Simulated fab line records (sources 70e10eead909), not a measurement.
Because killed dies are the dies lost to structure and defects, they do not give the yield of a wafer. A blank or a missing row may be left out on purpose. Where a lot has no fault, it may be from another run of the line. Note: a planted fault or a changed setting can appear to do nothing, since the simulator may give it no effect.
fab line records :: flow nand-harc
record
  lots=7
  wafers=19
  last-day=24
route steps=1159 shown A_ONON_D1@426 END@1159
lots untouched by any fault: they come from a run of this same line in which no faults occurred
start-h: hours from the record's first day to the start of the lot's first wafer shown :: wait-h: hours elapsed since this lot's preceding step :: " same as the row above :: L1.1+2: a single row standing in for several wafers :: - no value, or no start given :: * or withheld: withheld :: < > ~ a bound
route shown NAME@n: a module of which the file shows steps, and the number in the route of the first :: usual: the fault-free wafers' mean and standard deviation :: same: alike in all rows :: chamber/n: place in a boat :: sites: readings site by site :: _std_site: standard deviation across them :: _edge_site: the outer-site mean with the inner-site mean subtracted :: radius-mm: for every site, how far away it sits from the centre of the wafer :: mask NAME#n: copy n :: behind: the tool/chamber that last shaped the wafer :: hold: the reason the lot was held/the length of the hold in hours/how it ended :: device: which transistor (n, p or np) failed to switch :: end of line: the tests these same wafers got at the end of their route :: a step with no rows: only its recipe :: killed: not the wafer's yield, but the dies lost to structure and defects at the first sort :: map: dies across one wafer; x = killed, . = not, _ = none there
set.NAME: the run value of the setting; set.NAME@STEP: its run value at that earlier step :: model.NAME: the simulator's own value behind a step, which no gauge read
certain route steps with their lots: each step a table, each wafer a row
services: a tool's chamber out of use, with start hour (start-h, from the record's first day; less than 0 if before it), hours out, and reason
## steps
# step NHARC_A_ONON_D1_DEP_03
# recipe
  target-thk-a=10000
  n2-flow-sccm=2750
  n2o-flow-sccm=2000
  nh3-flow-sccm=500
  sih4-flow-sccm=210
  temp-c=400
# step NHARC_A_ONON_D1_THK_MEAS_05
# recipe
  thk-meas-gauge=ellipsometry
# usual
  thk-nm=1000/9.2
lot.wafer: L431.1
tool: film-metro-01
chamber: -
start-h: 165.56
wait-h: -
thk-nm: 992

lot.wafer: L431.2
tool: film-metro-01
chamber: -
start-h: 165.56
wait-h: -
thk-nm: 993

lot.wafer: L431.3
tool: film-metro-01
chamber: -
start-h: 165.56
wait-h: -
thk-nm: 992

lot.wafer: L435.1
tool: film-metro-01
chamber: -
start-h: 179.95
wait-h: -
thk-nm: 1012

lot.wafer: L435.3
tool: film-metro-01
chamber: -
start-h: 179.95
wait-h: -
thk-nm: 1012

lot.wafer: L435.4
tool: film-metro-01
chamber: -
start-h: 179.95
wait-h: -
thk-nm: 1012

lot.wafer: L441.5
tool: film-metro-02
chamber: -
start-h: 217.76
wait-h: -
thk-nm: 1003

lot.wafer: L441.6
tool: film-metro-02
chamber: -
start-h: 217.76
wait-h: -
thk-nm: 1005

lot.wafer: L440.1
tool: film-metro-01
chamber: -
start-h: 228.03
wait-h: -
thk-nm: 1012

lot.wafer: L440.6
tool: film-metro-01
chamber: -
start-h: 228.03
wait-h: -
thk-nm: 1014

lot.wafer: L442.1
tool: film-metro-02
chamber: -
start-h: 238.10
wait-h: -
thk-nm: 1000

lot.wafer: L442.2
tool: film-metro-02
chamber: -
start-h: 238.10
wait-h: -
thk-nm: 1000

lot.wafer: L442.3
tool: film-metro-02
chamber: -
start-h: 238.10
wait-h: -
thk-nm: 1000

lot.wafer: L443.4
tool: film-metro-01
chamber: -
start-h: 238.25
wait-h: -
thk-nm: 988

lot.wafer: L443.5
tool: film-metro-01
chamber: -
start-h: 238.25
wait-h: -
thk-nm: 989

lot.wafer: L443.6
tool: film-metro-01
chamber: -
start-h: 238.25
wait-h: -
thk-nm: 987

lot.wafer: L446.2
tool: film-metro-01
chamber: -
start-h: 258.44
wait-h: -
thk-nm: 1016

lot.wafer: L446.4
tool: film-metro-01
chamber: -
start-h: 258.44
wait-h: -
thk-nm: 1014

lot.wafer: L446.5
tool: film-metro-01
chamber: -
start-h: 258.44
wait-h: -
thk-nm: 1015
# step NHARC_A_ONON_D1_DEP_06
# recipe
  target-thk-a=10000
  n2-flow-sccm=2750
  n2o-flow-sccm=2000
  nh3-flow-sccm=500
  sih4-flow-sccm=210
  temp-c=400
# step NHARC_A_ONON_D1_THK_MEAS_08
# recipe
  thk-meas-gauge=ellipsometry
# usual
  thk-nm=1001/8.6
lot.wafer: L431.1
tool: film-metro-02
chamber: -
start-h: 166.14
wait-h: -
thk-nm: 991

lot.wafer: L431.2
tool: film-metro-02
chamber: -
start-h: 166.14
wait-h: -
thk-nm: 992

lot.wafer: L431.3
tool: film-metro-02
chamber: -
start-h: 166.14
wait-h: -
thk-nm: 991

lot.wafer: L435.1
tool: film-metro-01
chamber: -
start-h: 180.52
wait-h: -
thk-nm: 1000

lot.wafer: L435.3
tool: film-metro-01
chamber: -
start-h: 180.52
wait-h: -
thk-nm: 1000

lot.wafer: L435.4
tool: film-metro-01
chamber: -
start-h: 180.52
wait-h: -
thk-nm: 999

lot.wafer: L441.5
tool: film-metro-02
chamber: -
start-h: 218.34
wait-h: -
thk-nm: 978

lot.wafer: L441.6
tool: film-metro-02
chamber: -
start-h: 218.34
wait-h: -
thk-nm: 981

lot.wafer: L440.1
tool: film-metro-01
chamber: -
start-h: 228.60
wait-h: -
thk-nm: 999

lot.wafer: L440.6
tool: film-metro-01
chamber: -
start-h: 228.60
wait-h: -
thk-nm: 1001

lot.wafer: L442.1
tool: film-metro-02
chamber: -
start-h: 238.95
wait-h: -
thk-nm: 997

lot.wafer: L442.2
tool: film-metro-02
chamber: -
start-h: 238.95
wait-h: -
thk-nm: 997

lot.wafer: L442.3
tool: film-metro-02
chamber: -
start-h: 238.95
wait-h: -
thk-nm: 998

lot.wafer: L443.4
tool: film-metro-01
chamber: -
start-h: 239.15
wait-h: -
thk-nm: 1003

lot.wafer: L443.5
tool: film-metro-01
chamber: -
start-h: 239.15
wait-h: -
thk-nm: 1003

lot.wafer: L443.6
tool: film-metro-01
chamber: -
start-h: 239.15
wait-h: -
thk-nm: 1004

lot.wafer: L446.2
tool: film-metro-01
chamber: -
start-h: 259.43
wait-h: -
thk-nm: 1008

lot.wafer: L446.4
tool: film-metro-01
chamber: -
start-h: 259.43
wait-h: -
thk-nm: 1008

lot.wafer: L446.5
tool: film-metro-01
chamber: -
start-h: 259.43
wait-h: -
thk-nm: 1009
# step NHARC_A_ONON_D1_DEP_09
# recipe
  target-thk-a=10000
  n2-flow-sccm=2750
  n2o-flow-sccm=2000
  nh3-flow-sccm=500
  sih4-flow-sccm=210
  temp-c=400
# step NHARC_A_ONON_D1_THK_MEAS_11
# recipe
  thk-meas-gauge=ellipsometry
# usual
  thk-nm=1002/8.6
lot.wafer: L431.1
tool: film-metro-01
chamber: -
start-h: 166.70
wait-h: -
thk-nm: 992

lot.wafer: L431.2
tool: film-metro-01
chamber: -
start-h: 166.70
wait-h: -
thk-nm: 992

lot.wafer: L431.3
tool: film-metro-01
chamber: -
start-h: 166.70
wait-h: -
thk-nm: 993

lot.wafer: L435.1
tool: film-metro-02
chamber: -
start-h: 181.09
wait-h: -
thk-nm: 998

lot.wafer: L435.3
tool: film-metro-02
chamber: -
start-h: 181.09
wait-h: -
thk-nm: 1000

lot.wafer: L435.4
tool: film-metro-02
chamber: -
start-h: 181.09
wait-h: -
thk-nm: 998

lot.wafer: L441.5
tool: film-metro-02
chamber: -
start-h: 218.93
wait-h: -
thk-nm: 1002

lot.wafer: L441.6
tool: film-metro-02
chamber: -
start-h: 218.93
wait-h: -
thk-nm: 1002

lot.wafer: L440.1
tool: film-metro-01
chamber: -
start-h: 229.19
wait-h: -
thk-nm: 1008

lot.wafer: L440.6
tool: film-metro-01
chamber: -
start-h: 229.19
wait-h: -
thk-nm: 1006

lot.wafer: L442.1
tool: film-metro-02
chamber: -
start-h: 239.84
wait-h: -
thk-nm: 983

lot.wafer: L442.2
tool: film-metro-02
chamber: -
start-h: 239.84
wait-h: -
thk-nm: 982

lot.wafer: L442.3
tool: film-metro-02
chamber: -
start-h: 239.84
wait-h: -
thk-nm: 982

lot.wafer: L443.4
tool: film-metro-01
chamber: -
start-h: 240.01
wait-h: -
thk-nm: 1016

lot.wafer: L443.5
tool: film-metro-01
chamber: -
start-h: 240.01
wait-h: -
thk-nm: 1016

lot.wafer: L443.6
tool: film-metro-01
chamber: -
start-h: 240.01
wait-h: -
thk-nm: 1018

lot.wafer: L446.2
tool: film-metro-01
chamber: -
start-h: 260.17
wait-h: -
thk-nm: 1015

lot.wafer: L446.4
tool: film-metro-01
chamber: -
start-h: 260.17
wait-h: -
thk-nm: 1015

lot.wafer: L446.5
tool: film-metro-01
chamber: -
start-h: 260.17
wait-h: -
thk-nm: 1016
# step NHARC_A_ONON_D1_DEP_12
# recipe
  target-thk-a=10000
  n2-flow-sccm=2750
  n2o-flow-sccm=2000
  nh3-flow-sccm=500
  sih4-flow-sccm=210
  temp-c=400
# step NHARC_A_ONON_D1_THK_MEAS_14
# recipe
  thk-meas-gauge=ellipsometry
# usual
  thk-nm=1001/14
lot.wafer: L431.1
tool: film-metro-01
chamber: -
start-h: 167.28
wait-h: -
thk-nm: 998

lot.wafer: L431.2
tool: film-metro-01
chamber: -
start-h: 167.28
wait-h: -
thk-nm: 997

lot.wafer: L431.3
tool: film-metro-01
chamber: -
start-h: 167.28
wait-h: -
thk-nm: 997

lot.wafer: L435.1
tool: film-metro-01
chamber: -
start-h: 181.65
wait-h: -
thk-nm: 1021

lot.wafer: L435.3
tool: film-metro-01
chamber: -
start-h: 181.65
wait-h: -
thk-nm: 1022

lot.wafer: L435.4
tool: film-metro-01
chamber: -
start-h: 181.65
wait-h: -
thk-nm: 1021

lot.wafer: L441.5
tool: film-metro-01
chamber: -
start-h: 219.50
wait-h: -
thk-nm: 1027

lot.wafer: L441.6
tool: film-metro-01
chamber: -
start-h: 219.50
wait-h: -
thk-nm: 1027

lot.wafer: L440.1
tool: film-metro-02
chamber: -
start-h: 229.76
wait-h: -
thk-nm: 989

lot.wafer: L440.6
tool: film-metro-02
chamber: -
start-h: 229.76
wait-h: -
thk-nm: 989

lot.wafer: L442.1
tool: film-metro-01
chamber: -
start-h: 240.71
wait-h: -
thk-nm: 1018

lot.wafer: L442.2
tool: film-metro-01
chamber: -
start-h: 240.71
wait-h: -
thk-nm: 1017

lot.wafer: L442.3
tool: film-metro-01
chamber: -
start-h: 240.71
wait-h: -
thk-nm: 1018

lot.wafer: L443.4
tool: film-metro-02
chamber: -
start-h: 240.89
wait-h: -
thk-nm: 1008

lot.wafer: L443.5
tool: film-metro-02
chamber: -
start-h: 240.89
wait-h: -
thk-nm: 1008

lot.wafer: L443.6
tool: film-metro-02
chamber: -
start-h: 240.89
wait-h: -
thk-nm: 1006

lot.wafer: L446.2
tool: film-metro-01
chamber: -
start-h: 260.88
wait-h: -
thk-nm: 1014

lot.wafer: L446.4
tool: film-metro-01
chamber: -
start-h: 260.88
wait-h: -
thk-nm: 1017

lot.wafer: L446.5
tool: film-metro-01
chamber: -
start-h: 260.88
wait-h: -
thk-nm: 1016
# step NHARC_A_ONON_D1_ANNEAL_15
# recipe
  temp-c=750
  time-s=3600
# step NHARC_A_ONON_D1_DEP_16
# recipe
  target-thk-a=10000
  n2-flow-sccm=2750
  n2o-flow-sccm=2000
  nh3-flow-sccm=500
  sih4-flow-sccm=210
  temp-c=400
# step NHARC_A_ONON_D1_THK_MEAS_18
# recipe
  thk-meas-gauge=ellipsometry
# usual
  thk-nm=1001/8.7
lot.wafer: L431.1
tool: film-metro-01
chamber: -
start-h: 177.78
wait-h: -
thk-nm: 997

lot.wafer: L431.2
tool: film-metro-01
chamber: -
start-h: 177.78
wait-h: -
thk-nm: 1000

lot.wafer: L431.3
tool: film-metro-01
chamber: -
start-h: 177.78
wait-h: -
thk-nm: 997

lot.wafer: L435.1
tool: film-metro-02
chamber: -
start-h: 188.79
wait-h: -
thk-nm: 1002

lot.wafer: L435.3
tool: film-metro-02
chamber: -
start-h: 188.79
wait-h: -
thk-nm: 1002

lot.wafer: L435.4
tool: film-metro-02
chamber: -
start-h: 188.79
wait-h: -
thk-nm: 1002

lot.wafer: L441.5
tool: film-metro-01
chamber: -
start-h: 230.00
wait-h: -
thk-nm: 1005

lot.wafer: L441.6
tool: film-metro-01
chamber: -
start-h: 230.00
wait-h: -
thk-nm: 1006

lot.wafer: L440.1
tool: film-metro-02
chamber: -
start-h: 236.94
wait-h: -
thk-nm: 997

lot.wafer: L440.6
tool: film-metro-02
chamber: -
start-h: 236.94
wait-h: -
thk-nm: 994

lot.wafer: L443.4
tool: film-metro-02
chamber: -
start-h: 257.33
wait-h: -
thk-nm: 985

lot.wafer: L443.5
tool: film-metro-02
chamber: -
start-h: 257.33
wait-h: -
thk-nm: 987

lot.wafer: L443.6
tool: film-metro-02
chamber: -
start-h: 257.33
wait-h: -
thk-nm: 984

lot.wafer: L442.1
tool: film-metro-02
chamber: -
start-h: 257.33
wait-h: -
thk-nm: 980

lot.wafer: L442.2
tool: film-metro-02
chamber: -
start-h: 257.33
wait-h: -
thk-nm: 979

lot.wafer: L442.3
tool: film-metro-02
chamber: -
start-h: 257.33
wait-h: -
thk-nm: 981

lot.wafer: L446.2
tool: film-metro-01
chamber: -
start-h: 267.98
wait-h: -
thk-nm: 1000

lot.wafer: L446.4
tool: film-metro-01
chamber: -
start-h: 267.98
wait-h: -
thk-nm: 999

lot.wafer: L446.5
tool: film-metro-01
chamber: -
start-h: 267.98
wait-h: -
thk-nm: 1000
# step NHARC_A_ONON_D1_DEP_19
# recipe
  target-thk-a=10000
  n2-flow-sccm=2750
  n2o-flow-sccm=2000
  nh3-flow-sccm=500
  sih4-flow-sccm=210
  temp-c=400
lot.wafer: L431.1+2+3
tool: pecvd-onon-02
chamber: 0
start-h: 177.84
wait-h: 0.1

lot.wafer: L435.1+3+4
tool: pecvd-onon-04
chamber: 0
start-h: 188.95
wait-h: 0.2

lot.wafer: L441.5+6
tool: pecvd-onon-04
chamber: 0
start-h: 230.28
wait-h: 0.3

lot.wafer: L440.1+6
tool: pecvd-onon-04
chamber: 0
start-h: 237.02
wait-h: 0.1

lot.wafer: L443.4+5+6
tool: pecvd-onon-01
chamber: 0
start-h: 257.73
wait-h: 0.4

lot.wafer: L442.1+2+3
tool: pecvd-onon-04
chamber: 0
start-h: 257.86
wait-h: 0.5

lot.wafer: L446.2+4+5
tool: pecvd-onon-02
chamber: 0
start-h: 268.10
wait-h: 0.1
# step NHARC_A_ONON_D1_THK_MEAS_21
# recipe
  thk-meas-gauge=ellipsometry
# usual
  thk-nm=998/9.6
lot.wafer: L431.1
tool: film-metro-01
chamber: -
start-h: 178.35
wait-h: -
thk-nm: 993

lot.wafer: L431.2
tool: film-metro-01
chamber: -
start-h: 178.35
wait-h: -
thk-nm: 994

lot.wafer: L431.3
tool: film-metro-01
chamber: -
start-h: 178.35
wait-h: -
thk-nm: 994

lot.wafer: L435.1
tool: film-metro-02
chamber: -
start-h: 189.46
wait-h: -
thk-nm: 1002

lot.wafer: L435.3
tool: film-metro-02
chamber: -
start-h: 189.46
wait-h: -
thk-nm: 1000

lot.wafer: L435.4
tool: film-metro-02
chamber: -
start-h: 189.46
wait-h: -
thk-nm: 1002

lot.wafer: L441.5
tool: film-metro-02
chamber: -
start-h: 230.57
wait-h: -
thk-nm: 1001

lot.wafer: L441.6
tool: film-metro-02
chamber: -
start-h: 230.57
wait-h: -
thk-nm: 1418

lot.wafer: L440.1
tool: film-metro-02
chamber: -
start-h: 237.53
wait-h: -
thk-nm: 1425

lot.wafer: L440.6
tool: film-metro-02
chamber: -
start-h: 237.53
wait-h: -
thk-nm: 1425

lot.wafer: L443.4
tool: film-metro-02
chamber: -
start-h: 258.07
wait-h: -
thk-nm: 1000

lot.wafer: L443.5
tool: film-metro-02
chamber: -
start-h: 258.07
wait-h: -
thk-nm: 998

lot.wafer: L443.6
tool: film-metro-02
chamber: -
start-h: 258.07
wait-h: -
thk-nm: 999

lot.wafer: L442.1
tool: film-metro-01
chamber: -
start-h: 258.37
wait-h: -
thk-nm: 1409

lot.wafer: L442.2
tool: film-metro-01
chamber: -
start-h: 258.37
wait-h: -
thk-nm: 993

lot.wafer: L442.3
tool: film-metro-01
chamber: -
start-h: 258.37
wait-h: -
thk-nm: 993

lot.wafer: L446.2
tool: film-metro-01
chamber: -
start-h: 268.55
wait-h: -
thk-nm: 997

lot.wafer: L446.4
tool: film-metro-01
chamber: -
start-h: 268.55
wait-h: -
thk-nm: 996

lot.wafer: L446.5
tool: film-metro-01
chamber: -
start-h: 268.55
wait-h: -
thk-nm: 997
# step NHARC_A_ONON_D1_DEP_22
# recipe
  target-thk-a=10000
  n2-flow-sccm=2750
  n2o-flow-sccm=2000
  nh3-flow-sccm=500
  sih4-flow-sccm=210
  temp-c=400
# step NHARC_END_SORT_01
# recipe
  temp-c=25
# usual
  killed-at-array=25/9.8
  killed-at-other=0.8/1.1
  killed-at-periphery=3.3/2.1
  killed-dies=29/10
  killed-open=3.3/1.8
  killed-short=1.9/1.4
# same
  gross-dies=677
lot.wafer: L431.1
tool: prober-02
chamber: 0
start-h: 456.86
wait-h: 2.5
killed-at-array: 25
killed-at-other: 2
killed-at-periphery: 2
killed-dies: 29
killed-open: 1
killed-short: 3

lot.wafer: L431.2
tool: prober-02
chamber: 0
start-h: 457.66
wait-h: 2.8
killed-at-array: 16
killed-at-other: 1
killed-at-periphery: 0
killed-dies: 17
killed-open: 1
killed-short: 2

lot.wafer: L431.3
tool: prober-02
chamber: 0
start-h: 458.46
wait-h: 3.1
killed-at-array: 21
killed-at-other: 1
killed-at-periphery: 0
killed-dies: 22
killed-open: 4
killed-short: 2

lot.wafer: L441.6
tool: prober-02
chamber: 0
start-h: 506.05
wait-h: 4.0
killed-at-array: 669
killed-at-other: 2
killed-at-periphery: 6
killed-dies: 677
killed-open: 3
killed-short: 7

lot.wafer: L440.1
tool: prober-02
chamber: 0
start-h: 509.85
wait-h: 2.5
killed-at-array: 672
killed-at-other: 3
killed-at-periphery: 2
killed-dies: 677
killed-open: 4
killed-short: 1

lot.wafer: L440.6
tool: prober-02
chamber: 0
start-h: 513.84
wait-h: 4.0
killed-at-array: 669
killed-at-other: 1
killed-at-periphery: 7
killed-dies: 677
killed-open: 5
killed-short: 3

lot.wafer: L442.1
tool: prober-01
chamber: 0
start-h: 540.44
wait-h: 2.5
killed-at-array: 675
killed-at-other: 0
killed-at-periphery: 2
killed-dies: 677
killed-open: 4
killed-short: 2

lot.wafer: L442.3
tool: prober-01
chamber: 0
start-h: 542.03
wait-h: 3.1
killed-at-array: 22
killed-at-other: 0
killed-at-periphery: 4
killed-dies: 26
killed-open: 2
killed-short: 1

lot.wafer: L443.4
tool: prober-01
chamber: 0
start-h: 550.60
wait-h: 3.4
killed-at-array: 15
killed-at-other: 0
killed-at-periphery: 2
killed-dies: 17
killed-open: 0
killed-short: 3

lot.wafer: L446.2
tool: prober-01
chamber: 0
start-h: 572.34
wait-h: 2.8
killed-at-array: 27
killed-at-other: 0
killed-at-periphery: 5
killed-dies: 32
killed-open: 3
killed-short: 3

lot.wafer: L446.4
tool: prober-01
chamber: 0
start-h: 573.94
wait-h: 3.4
killed-at-array: 12
killed-at-other: 1
killed-at-periphery: 1
killed-dies: 14
killed-open: 2
killed-short: 2

lot.wafer: L446.5
tool: prober-01
chamber: 0
start-h: 574.75
wait-h: 3.7
killed-at-array: 31
killed-at-other: 1
killed-at-periphery: 3
killed-dies: 35
killed-open: 3
killed-short: 0
# killed by level:class
L431.1 A_CHANNEL_HOLE_D1:chamber-film-flake=16 A_CONTACT:chamber-film-flake=5 A_WL_FILL:geometric-particle:short=2 P_GATE:chamber-film-flake=2 THIN_TSV:chamber-film-flake=2 A_CHANNEL_FILL_D1:geometric-particle:short=1 A_CONTACT:geometric-particle:open=1
L431.2 A_CHANNEL_HOLE_D1:chamber-film-flake=7 A_SLIT:chamber-film-flake=3 A_WL_FILL:chamber-film-flake=2 A_SOURCE_PLATE:geometric-particle:short=1 A_CONTACT:geometric-particle:short=1 A_CONTACT:geometric-particle:open=1 A_STAIRCASE:chamber-film-flake=1 THIN_TSV:chamber-film-flake=1
L431.3 A_CHANNEL_HOLE_D1:chamber-film-flake=8 A_CONTACT:geometric-particle:open=3 A_CONTACT:chamber-film-flake=3 A_CHANNEL_FILL_D1:geometric-particle:open=1 A_SGD_CUT:geometric-particle:short=1 A_CONTACT:geometric-particle:short=1 A_STAIRCASE:chamber-film-flake=1 A_SLIT:chamber-film-flake=1
L441.6 A_ONON_D1:area-dep=646 A_CONTACT:chamber-film-flake=5 A_SGD_CUT:chamber-film-flake=4 A_STAIRCASE:chamber-film-flake=3 A_CHANNEL_FILL_D1:geometric-particle:open=2 P_CONTACT:chamber-film-flake=2 A_CHANNEL_HOLE_D1:chamber-film-flake=2 THIN_TSV:chamber-film-flake=2
L440.1 A_ONON_D1:area-dep=645 A_SLIT:chamber-film-flake=11 A_CHANNEL_HOLE_D1:chamber-film-flake=7 A_CONTACT:chamber-film-flake=4 THIN_TSV:chamber-film-flake=3 P_GATE:geometric-particle:open=1 A_ONON_D1:geometric-particle:open=1 A_SGD_CUT:geometric-particle:open=1
L440.6 A_ONON_D1:area-dep=638 A_SLIT:chamber-film-flake=13 A_CHANNEL_HOLE_D1:chamber-film-flake=10 P_STI:chamber-film-flake=3 P_GATE:geometric-particle:open=2 P_CONTACT:geometric-particle:open=1 P_M1:geometric-particle:open=1 A_SOURCE_PLATE:geometric-particle:open=1
L442.1 A_ONON_D1:area-dep=653 A_CHANNEL_HOLE_D1:chamber-film-flake=11 A_STAIRCASE:chamber-film-flake=3 A_CONTACT:chamber-film-flake=2 P_CONTACT:geometric-particle:open=1 A_CHANNEL_FILL_D1:geometric-particle:open=1 A_CHANNEL_FILL_D1:geometric-particle:short=1 A_WL_FILL:geometric-particle:short=1
L442.3 A_CHANNEL_HOLE_D1:chamber-film-flake=19 P_GATE:chamber-film-flake=3 P_M0:geometric-particle:open=1 A_CONTACT:geometric-particle:short=1 A_CONTACT:geometric-particle:open=1 A_STAIRCASE:chamber-film-flake=1
L443.4 A_CHANNEL_HOLE_D1:chamber-film-flake=4 A_CONTACT:chamber-film-flake=3 A_ZERO_WELL:chamber-film-flake=2 A_STAIRCASE:chamber-film-flake=2 A_CHANNEL_FILL_D1:geometric-particle:short=1 A_CONTACT:geometric-particle:short=1 A_M0:geometric-particle:short=1 P_STI:chamber-film-flake=1
L446.2 A_CHANNEL_HOLE_D1:chamber-film-flake=20 A_STAIRCASE:chamber-film-flake=2 P_GATE:chamber-film-flake=2 A_CONTACT:chamber-film-flake=2 P_STI:geometric-particle:open=1 P_CONTACT:geometric-particle:short=1 P_M0:geometric-particle:open=1 A_CHANNEL_FILL_D1:geometric-particle:open=1
L446.4 A_CHANNEL_HOLE_D1:chamber-film-flake=8 A_CHANNEL_FILL_D1:geometric-particle:short=1 A_WL_FILL:geometric-particle:short=1 A_WL_FILL:geometric-particle:open=1 A_CONTACT:geometric-particle:open=1 P_ZERO_WELL:chamber-film-flake=1 THIN_TSV:chamber-film-flake=1
L446.5 A_CHANNEL_HOLE_D1:chamber-film-flake=21 A_CONTACT:chamber-film-flake=4 A_STAIRCASE:chamber-film-flake=2 P_M1:geometric-particle:open=1 A_ONON_D1:geometric-particle:open=1 A_CONTACT:geometric-particle:open=1 P_ZERO_WELL:chamber-film-flake=1 P_GATE:chamber-film-flake=1
# map L440.1 (x killed, . not)
____________x____________
_________xxxxxxx_________
_______xxxxxxxxxxx_______
______xxxxxxxxxxxxx______
_____xxxxxxxxxxxxxxx_____
____xxxxxxxxxxxxxxxxx____
____xxxxxxxxxxxxxxxxx____
___xxxxxxxxxxxxxxxxxxx___
___xxxxxxxxxxxxxxxxxxx___
__xxxxxxxxxxxxxxxxxxxxx__
__xxxxxxxxxxxxxxxxxxxxx__
_xxxxxxxxxxxxxxxxxxxxxxx_
_xxxxxxxxxxxxxxxxxxxxxxx_
_xxxxxxxxxxxxxxxxxxxxxxx_
_xxxxxxxxxxxxxxxxxxxxxxx_
_xxxxxxxxxxxxxxxxxxxxxxx_
xxxxxxxxxxxxxxxxxxxxxxxxx
xxxxxxxxxxxxxxxxxxxxxxxxx
xxxxxxxxxxxxxxxxxxxxxxxxx
xxxxxxxxxxxxxxxxxxxxxxxxx
xxxxxxxxxxxxxxxxxxxxxxxxx
_xxxxxxxxxxxxxxxxxxxxxxx_
_xxxxxxxxxxxxxxxxxxxxxxx_
_xxxxxxxxxxxxxxxxxxxxxxx_
_xxxxxxxxxxxxxxxxxxxxxxx_
_xxxxxxxxxxxxxxxxxxxxxxx_
__xxxxxxxxxxxxxxxxxxxxx__
__xxxxxxxxxxxxxxxxxxxxx__
___xxxxxxxxxxxxxxxxxxx___
___xxxxxxxxxxxxxxxxxxx___
____xxxxxxxxxxxxxxxxx____
____xxxxxxxxxxxxxxxxx____
_____xxxxxxxxxxxxxxx_____
______xxxxxxxxxxxxx______
_______xxxxxxxxxxx_______
_________xxxxxxx_________
____________x____________
# map L441.6 (x killed, . not)
____________x____________
_________xxxxxxx_________
_______xxxxxxxxxxx_______
______xxxxxxxxxxxxx______
_____xxxxxxxxxxxxxxx_____
____xxxxxxxxxxxxxxxxx____
____xxxxxxxxxxxxxxxxx____
___xxxxxxxxxxxxxxxxxxx___
___xxxxxxxxxxxxxxxxxxx___
__xxxxxxxxxxxxxxxxxxxxx__
__xxxxxxxxxxxxxxxxxxxxx__
_xxxxxxxxxxxxxxxxxxxxxxx_
_xxxxxxxxxxxxxxxxxxxxxxx_
_xxxxxxxxxxxxxxxxxxxxxxx_
_xxxxxxxxxxxxxxxxxxxxxxx_
_xxxxxxxxxxxxxxxxxxxxxxx_
xxxxxxxxxxxxxxxxxxxxxxxxx
xxxxxxxxxxxxxxxxxxxxxxxxx
xxxxxxxxxxxxxxxxxxxxxxxxx
xxxxxxxxxxxxxxxxxxxxxxxxx
xxxxxxxxxxxxxxxxxxxxxxxxx
_xxxxxxxxxxxxxxxxxxxxxxx_
_xxxxxxxxxxxxxxxxxxxxxxx_
_xxxxxxxxxxxxxxxxxxxxxxx_
_xxxxxxxxxxxxxxxxxxxxxxx_
_xxxxxxxxxxxxxxxxxxxxxxx_
__xxxxxxxxxxxxxxxxxxxxx__
__xxxxxxxxxxxxxxxxxxxxx__
___xxxxxxxxxxxxxxxxxxx___
___xxxxxxxxxxxxxxxxxxx___
____xxxxxxxxxxxxxxxxx____
____xxxxxxxxxxxxxxxxx____
_____xxxxxxxxxxxxxxx_____
______xxxxxxxxxxxxx______
_______xxxxxxxxxxx_______
_________xxxxxxx_________
____________x____________
## services
tool: pecvd-onon-01
chamber: -
start-h: 195.04
hours: 13.0
kind: pm

tool: pecvd-onon-04
chamber: -
start-h: 237.37
hours: 13.0
kind: pm
## key
first-sign
  step=NHARC_A_ONON_D1_THK_MEAS_21
  reading=thk-nm
  direction=up
  sigmas=44
  usual=998
  struck=1419
effect
  step=NHARC_END_SORT_01
  reading=killed-at-array
  direction=up
  sigmas=66
  usual=25
  struck=671
more-kills-born-at
  NHARC_A_ONON_D1_DEP_19@pecvd-onon-04=2582
met-at NHARC_A_ONON_D1_DEP_19
struck-wafers L440.1,L440.6,L441.6,L442.1
later-rows-left-out L440.1,L440.6,L441.6,L442.1
tester-left-out L440,L441,L442
onset-between 188.95 230.28
fault
  kind=process-parameter-drift
  tool=pecvd-onon-04
  chamber=-
  onset-h=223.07
  steps=NHARC_A_ONON_D1_DEP_19
  channel=target-thk-a
  offset=*
  shape=step
  end-h=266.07
  scope=struck-wafers-only
  acts-in=*
  stated=*
# tester-left-out: of these lots the tester's yield and bins aren't shown, on N5 and GAA mostly nor the transistor test; their killed dies are dies lost to structure and defects alone, not to doping, threshold or leakage, so they don't give the yield
# later-rows-left-out: the simulator's readings of these wafers behind a module that went badly wrong aren't trusted and aren't shown, but for the sort
